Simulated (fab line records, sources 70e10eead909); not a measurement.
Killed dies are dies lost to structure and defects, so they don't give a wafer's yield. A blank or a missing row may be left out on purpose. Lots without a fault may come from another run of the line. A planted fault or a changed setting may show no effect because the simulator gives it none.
Which tool did it? | flow nand_harc | 24 lots, 72 wafers sampled, at 6 steps of a route of 1302

WHAT THE GAUGES READ, wafer by wafer
The record holds no reading of a measuring or inspecting step that can be judged against a usual standard deviation.

WHICH TOOL RAN EACH LOT (tool, then ch and the chambers of the sampled wafers, then the start)
lot  | NHARC_A_CONTACT_ETCH_126             | NHARC_A_CONTACT_ETCH_131             | NHARC_A_CONTACT_ETCH_132             | NHARC_A_CONTACT_DESCUM_13          | NHARC_A_CONTACT_ETCH_138             | NHARC_A_CONTACT_ETCH_139
L074 | har_cap_etch-03 ch 0,1, day 21 21:41 | har_cap_etch-03 ch 0,1, day 21 22:52 | har_cap_etch-03 ch 0,1, day 21 23:06 | rie_diel-12 ch 0,2,3, day 22 06:12 | har_cap_etch-02 ch 0,1, day 22 09:41 | har_cap_etch-02 ch 0,1, day 22 09:57
L075 | har_cap_etch-03 ch 0,1, day 22 16:21 | har_cap_etch-03 ch 0,1, day 22 17:14 | har_cap_etch-03 ch 0,1, day 22 17:25 | rie_diel-04 ch 0,1,3, day 22 22:49 | har_cap_etch-03 ch 0,1, day 23 01:18 | har_cap_etch-03 ch 0,1, day 23 01:40
L078 | har_cap_etch-02 ch 0,1, day 22 17:16 | har_cap_etch-02 ch 0,1, day 22 18:08 | har_cap_etch-02 ch 0,1, day 22 18:19 | rie_diel-13 ch 0,1,3, day 23 01:54 | har_cap_etch-02 ch 1, day 23 04:02   | har_cap_etch-02 ch 1, day 23 04:19
L077 | har_cap_etch-01 ch 0,1, day 22 21:36 | har_cap_etch-01 ch 0,1, day 22 22:29 | har_cap_etch-01 ch 0,1, day 22 22:40 | rie_diel-13 ch 0,1, day 23 04:21   | har_cap_etch-03 ch 0,1, day 23 07:05 | har_cap_etch-03 ch 0,1, day 23 07:22
L079 | har_cap_etch-01 ch 0, day 23 14:16   | har_cap_etch-01 ch 0, day 23 15:10   | har_cap_etch-01 ch 0, day 23 15:20   | rie_diel-04 ch 0,1,3, day 23 20:12 | har_cap_etch-01 ch 0,1, day 23 22:28 | har_cap_etch-01 ch 0,1, day 23 22:44
L076 | har_cap_etch-02 ch 0,1, day 23 19:45 | har_cap_etch-02 ch 0,1, day 23 20:38 | har_cap_etch-02 ch 0,1, day 23 20:49 | rie_diel-13 ch 0,1,3, day 24 02:55 | har_cap_etch-02 ch 0,1, day 24 05:03 | har_cap_etch-02 ch 0,1, day 24 05:19
L080 | har_cap_etch-03 ch 0,1, day 24 01:04 | har_cap_etch-03 ch 0,1, day 24 01:56 | har_cap_etch-03 ch 0,1, day 24 02:07 | rie_diel-04 ch 0,3, day 24 10:11   | har_cap_etch-01 ch 0,1, day 24 12:20 | har_cap_etch-01 ch 0,1, day 24 12:36
L082 | har_cap_etch-01 ch 0,1, day 25 02:22 | har_cap_etch-01 ch 0,1, day 25 03:32 | har_cap_etch-01 ch 0,1, day 25 03:46 | rie_diel-04 ch 2,3, day 25 09:25   | har_cap_etch-02 ch 0, day 25 11:35   | har_cap_etch-02 ch 0, day 25 11:52
L081 | har_cap_etch-03 ch 0,1, day 25 03:13 | har_cap_etch-03 ch 0,1, day 25 04:07 | har_cap_etch-03 ch 0,1, day 25 04:17 | rie_diel-12 ch 0,1, day 25 10:33   | har_cap_etch-01 ch 0,1, day 25 13:02 | har_cap_etch-01 ch 0,1, day 25 13:24
L083 | har_cap_etch-03 ch 0,1, day 26 02:43 | har_cap_etch-03 ch 0,1, day 26 03:36 | har_cap_etch-03 ch 0,1, day 26 03:47 | rie_diel-13 ch 2,3, day 26 08:43   | har_cap_etch-03 ch 0,1, day 26 10:52 | har_cap_etch-03 ch 0,1, day 26 11:08
L084 | har_cap_etch-02 ch 0,1, day 26 07:54 | har_cap_etch-02 ch 0,1, day 26 09:05 | har_cap_etch-02 ch 0,1, day 26 09:19 | rie_diel-13 ch 2,3, day 26 19:13   | har_cap_etch-01 ch 0,1, day 26 21:32 | har_cap_etch-01 ch 0,1, day 26 21:49
L085 | har_cap_etch-01 ch 0,1, day 26 08:48 | har_cap_etch-01 ch 0,1, day 26 09:41 | har_cap_etch-01 ch 0,1, day 26 09:52 | rie_diel-12 ch 0,2,3, day 26 20:55 | har_cap_etch-02 ch 0,1, day 26 23:19 | har_cap_etch-02 ch 0,1, day 26 23:35
L086 | har_cap_etch-01 ch 0,1, day 27 07:11 | har_cap_etch-01 ch 0,1, day 27 08:05 | har_cap_etch-01 ch 0,1, day 27 08:15 | rie_diel-04 ch 0,2,3, day 27 13:06 | har_cap_etch-03 ch 0,1, day 27 15:17 | har_cap_etch-03 ch 0,1, day 27 15:33
L087 | har_cap_etch-02 ch 0,1, day 27 08:13 | har_cap_etch-02 ch 0,1, day 27 09:05 | har_cap_etch-02 ch 0,1, day 27 09:16 | rie_diel-04 ch 0,2,3, day 27 15:49 | har_cap_etch-02 ch 0,1, day 27 17:57 | har_cap_etch-02 ch 0,1, day 27 18:13
L089 | har_cap_etch-02 ch 0,1, day 28 04:44 | har_cap_etch-02 ch 0,1, day 28 05:37 | har_cap_etch-02 ch 0,1, day 28 05:48 | rie_diel-04 ch 0,1,2, day 28 10:35 | har_cap_etch-03 ch 0,1, day 28 12:46 | har_cap_etch-03 ch 0,1, day 28 13:02
L088 | har_cap_etch-01 ch 0,1, day 28 07:29 | har_cap_etch-01 ch 0,1, day 28 08:22 | har_cap_etch-01 ch 0,1, day 28 08:33 | rie_diel-13 ch 0,1,3, day 28 13:17 | har_cap_etch-02 ch 0,1, day 28 15:31 | har_cap_etch-02 ch 0,1, day 28 15:47
L091 | har_cap_etch-01 ch 0,1, day 29 11:04 | har_cap_etch-01 ch 0,1, day 29 11:56 | har_cap_etch-01 ch 0,1, day 29 12:07 | rie_diel-12 ch 1,2,3, day 29 18:21 | har_cap_etch-02 ch 0,1, day 29 23:15 | har_cap_etch-02 ch 0,1, day 29 23:31
L090 | har_cap_etch-03 ch 0,1, day 29 12:20 | har_cap_etch-03 ch 0,1, day 29 13:31 | har_cap_etch-03 ch 0,1, day 29 13:45 | rie_diel-04 ch 0,2,3, day 29 21:28 | har_cap_etch-01 ch 0,1, day 29 23:52 | har_cap_etch-01 ch 0,1, day 30 00:09
L092 | har_cap_etch-03 ch 0, day 29 21:43   | har_cap_etch-03 ch 0, day 29 22:36   | har_cap_etch-03 ch 0, day 29 22:47   | rie_diel-04 ch 2,3, day 30 04:46   | har_cap_etch-01 ch 0,1, day 30 07:09 | har_cap_etch-01 ch 0,1, day 30 07:26
L095 | har_cap_etch-03 ch 0,1, day 30 04:08 | har_cap_etch-03 ch 0,1, day 30 05:01 | har_cap_etch-03 ch 0,1, day 30 05:11 | rie_diel-13 ch 0,1,2, day 30 12:02 | har_cap_etch-01 ch 0,1, day 30 14:13 | har_cap_etch-01 ch 0,1, day 30 14:29
L094 | har_cap_etch-02 ch 0,1, day 30 04:59 | har_cap_etch-02 ch 0,1, day 30 05:52 | har_cap_etch-02 ch 0,1, day 30 06:03 | rie_diel-12 ch 0,3, day 30 13:55   | har_cap_etch-03 ch 0,1, day 30 16:07 | har_cap_etch-03 ch 0,1, day 30 16:23
L096 | har_cap_etch-02 ch 0,1, day 30 21:23 | har_cap_etch-02 ch 0,1, day 30 22:16 | har_cap_etch-02 ch 0,1, day 30 22:27 | rie_diel-04 ch 0,1,2, day 31 03:14 | har_cap_etch-02 ch 0,1, day 31 05:24 | har_cap_etch-02 ch 0,1, day 31 05:40
L093 | har_cap_etch-01 ch 0,1, day 30 22:53 | har_cap_etch-01 ch 0,1, day 30 23:46 | har_cap_etch-01 ch 0,1, day 30 23:57 | rie_diel-04 ch 0,1,3, day 31 04:58 | har_cap_etch-01 ch 0,1, day 31 07:05 | har_cap_etch-01 ch 0,1, day 31 07:22
L097 | har_cap_etch-03 ch 0,1, day 31 11:50 | har_cap_etch-03 ch 0,1, day 31 12:44 | har_cap_etch-03 ch 0,1, day 31 12:54 | rie_diel-12 ch 1,2, day 31 17:45   | har_cap_etch-02 ch 0,1, day 31 19:56 | har_cap_etch-02 ch 0,1, day 31 20:19
- NHARC_A_CONTACT_ETCH_126: etches the open film in C4F8/O2/Ar, time 197 s, target depth 1918 nm.
- NHARC_A_CONTACT_ETCH_131: etches the open film in C4F8/O2/Ar, time 197 s, target depth 1918 nm.
- NHARC_A_CONTACT_ETCH_132: etches the open film in C4F8/O2/Ar, time 197 s, target depth 1924 nm.
- NHARC_A_CONTACT_DESCUM_13: chemistry O2, time 3 s.
- NHARC_A_CONTACT_ETCH_138: etches the open film in C4F8/O2/Ar, time 311 s, target depth 1914 nm.
- NHARC_A_CONTACT_ETCH_139: etches the open film in C4F8/O2/Ar, time 195 s, target depth 840 nm.

WHAT THE TOOLS THEMSELVES READ (means of the sampled wafers that have a number; where no wafer has one, the mark that the record gives instead)
NHARC_A_CONTACT_DESCUM_13.
lot  | tool        | drypump_motor_current_A (A) | oes_product_au (a.u.) | rf_vpp_V (V) | showerhead_plenum_p_Torr (Torr) | throttle_valve_pct (%)
L074 | rie_diel-12 | 5.9                         | 0.999                 | 57.2         | 1.97                            | 11.308
L075 | rie_diel-04 | 6.0                         | 0.997                 | 57.7         | 1.86                            | 11.308
L078 | rie_diel-13 | 5.6                         | 1.001                 | 58.2         | 1.88                            | 11.312
L077 | rie_diel-13 | 6.1                         | 1.000                 | 57.1         | 1.83                            | 11.309
L079 | rie_diel-04 | 6.0                         | 1.010                 | 57.8         | 1.97                            | 11.306
L076 | rie_diel-13 | 5.5                         | 1.005                 | 57.4         | 1.88                            | 11.299
L080 | rie_diel-04 | 6.4                         | 1.009                 | 57.9         | 1.98                            | 11.321
L082 | rie_diel-04 | 5.9                         | 1.005                 | 58.7         | 1.97                            | 11.312
L081 | rie_diel-12 | 4.9                         | 1.001                 | 56.9         | 1.93                            | 11.312
L083 | rie_diel-13 | 5.5                         | 0.996                 | 57.8         | 1.85                            | 11.306
L084 | rie_diel-13 | 5.2                         | 1.012                 | 57.3         | 1.91                            | 11.308
L085 | rie_diel-12 | 5.9                         | 1.004                 | 57.9         | 1.96                            | 11.314
L086 | rie_diel-04 | 6.3                         | 1.001                 | 57.4         | 1.99                            | 11.308
L087 | rie_diel-04 | 6.3                         | 1.011                 | 58.1         | 1.99                            | 11.313
L089 | rie_diel-04 | 5.9                         | 1.000                 | 57.6         | 1.98                            | 11.313
L088 | rie_diel-13 | 5.5                         | 0.999                 | 58.0         | 1.87                            | 11.306
L091 | rie_diel-12 | 5.8                         | 1.002                 | 57.4         | 1.89                            | 11.305
L090 | rie_diel-04 | 6.2                         | 1.001                 | 58.0         | 1.99                            | 11.309
L092 | rie_diel-04 | 6.1                         | 1.013                 | 58.0         | 1.94                            | 11.310
L095 | rie_diel-13 | 5.8                         | 1.003                 | 58.0         | 1.81                            | 11.316
L094 | rie_diel-12 | 5.9                         | 0.992                 | 58.0         | 2.02                            | 11.309
L096 | rie_diel-04 | 5.9                         | 1.001                 | 58.4         | 1.98                            | 11.314
L093 | rie_diel-04 | 6.0                         | 1.006                 | 58.0         | 1.96                            | 11.314
L097 | rie_diel-12 | 5.9                         | 1.006                 | 57.0         | 1.81                            | 11.308

THE ANSWER, worked out from the rows above alone
Rule: what is usual is taken from the lots themselves. Put in order of their means at a reading, lots are off if they are a third of the lots or fewer, leave a main group of 4 or more, and stand apart from it by a gap of 3 or more times the standard deviation of the main group's means; of several such gaps the widest counts. A main group whose means are all the same, to the digits that the tables above print for the reading, isn't used. A lot without any number at a reading at which 4 lots or more have one is off too. The other lots that the step has rows for count as sound. The gauges are gone through in route order, then the tools' own readings, and for those a lot's mean is taken as printed above. The first step at which some lot is off is used, and at that step the reading that is off furthest; a lot without a number counts as furthest.
No lot is off at any reading shown: from this, nothing can be told.

WHAT THE SIMULATOR HAD PUT IN
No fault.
